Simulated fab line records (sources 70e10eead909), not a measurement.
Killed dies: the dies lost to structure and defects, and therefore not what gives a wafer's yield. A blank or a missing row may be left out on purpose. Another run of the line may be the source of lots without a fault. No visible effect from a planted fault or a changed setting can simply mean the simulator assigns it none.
A lot that was struck, set against a sound lot || flow nandHarc || 15 out of 1302 route steps
Sound: these wafers, L553.1, L553.4, L553.6. Wafers L572.2, L572.5, L572.6 were the ones struck. At the end, the cause is stated.
At each step with rows: each side's tool, then ch and its chambers, then its first start. Under that, the readings that differ: sound wafers || struck wafers || difference of the means || sigmas: that difference in standard deviations of wafers without a fault.
alike: same words and numbers on both sides, and readings whose means sit less than 2 such deviations apart. not compared: any withheld reading, any reading some wafer has no value for, any bound like >300 that may hide the same value, and any number with overlapping values for which the record gives no deviation.
A row with sigmas, a row that says differs or no value, or rows on one side alone: a step with any of these is where the two part. Numbers that don't overlap but have no deviation are shown without sigmas and don't part them. Lack of a reading on every wafer of one side parts them only where that side has two or more wafers.

first, 4 steps without rows for these wafers: NHARC_A_DECK1_JOINT_CURE_26 (time 32 s); NHARC_A_DECK1_JOINT_ANNEAL_27 (time 3600 s); NHARC_A_DECK1_JOINT_ANNEAL_28 (time 1800 s); NHARC_A_DECK1_JOINT_ANNEAL_29 (time 1800 s).
NHARC_A_DECK1_JOINT_CMP_02: polishes SiOx.
  sound on cmp-03 ch 0,3, day 12 15:59; struck on cmp-02 ch 0,3, day 20 11:21
  alike: edgeZonePressureFrac, motorCurrentA, slurryFilterDpKPa
then, 1 step without rows for these wafers: NHARC_A_DECK1_JOINT_SRD_15.
NHARC_A_DECK1_JOINT_DEP_16: deposits SiO2, target thk 45 nm.
  sound on pecvd-03 ch 1,2, day 12 16:33; struck on pecvd-01 ch 0,1,2, day 20 11:46
  alike: heaterPowerW, throttleValvePct
NHARC_A_DECK1_JOINT_THK_MEAS_17: measures by ellipsometry.
  sound on filmMetro-02 at day 12 16:48; struck on filmMetro-01 at day 20 12:00
  alike: thkNm
NHARC_A_DECK1_JOINT_INSPECT_05:
  sound on defectInspect-01 at day 12 16:50; struck on defectInspect-01 at day 20 12:02
{"reading": "rawDefectCount", "sound": "232 152 173", "struck": "491 722 536", "difference": "+397", "sigmas": "+3"}
then, no rows for these wafers at 1 step: NHARC_A_ONON_D2_DEP_00 (target thk 1000 nm).
NHARC_A_ONON_D2_THK_MEAS_02: measures by ellipsometry.
  sound on filmMetro-01 at day 12 17:25; struck on filmMetro-01 at day 20 12:37
{"reading": "thkNm (nm)", "sound": "977 978 978", "struck": "1016 1016 1014", "difference": "+38", "sigmas": "+3"}
NHARC_A_ONON_D2_DEP_03: target thk 1000 nm.
  sound on pecvdOnon-04 ch 0, day 12 17:28; struck on pecvdOnon-04 ch 0, day 20 12:44
NHARC_A_ONON_D2_THK_MEAS_05: measures by ellipsometry.
  sound on filmMetro-01 at day 12 17:59; struck on filmMetro-01 at day 20 13:10
{"reading": "thkNm (nm)", "sound": "997 999 999", "struck": "1650 1652 1650", "difference": "+652", "sigmas": "+78"}
then, no rows for these wafers at 1 step: NHARC_A_ONON_D2_DEP_06 (target thk 1000 nm).
-- jump in the record: it breaks off in module A_ONON_D2 and resumes in module END (first step shown: number 1302 of the route), and 11 days separate the struck wafers' starts before and after --
NHARC_END_SORT_01:
  here the record holds rows for the struck wafers (prober-02 ch 0, day 31 20:20) but none for the sound ones

## WHERE THEY PART
Earliest at NHARC_A_DECK1_JOINT_INSPECT_05; latest, in this record, at NHARC_END_SORT_01.

WHY: whatever the simulator had introduced
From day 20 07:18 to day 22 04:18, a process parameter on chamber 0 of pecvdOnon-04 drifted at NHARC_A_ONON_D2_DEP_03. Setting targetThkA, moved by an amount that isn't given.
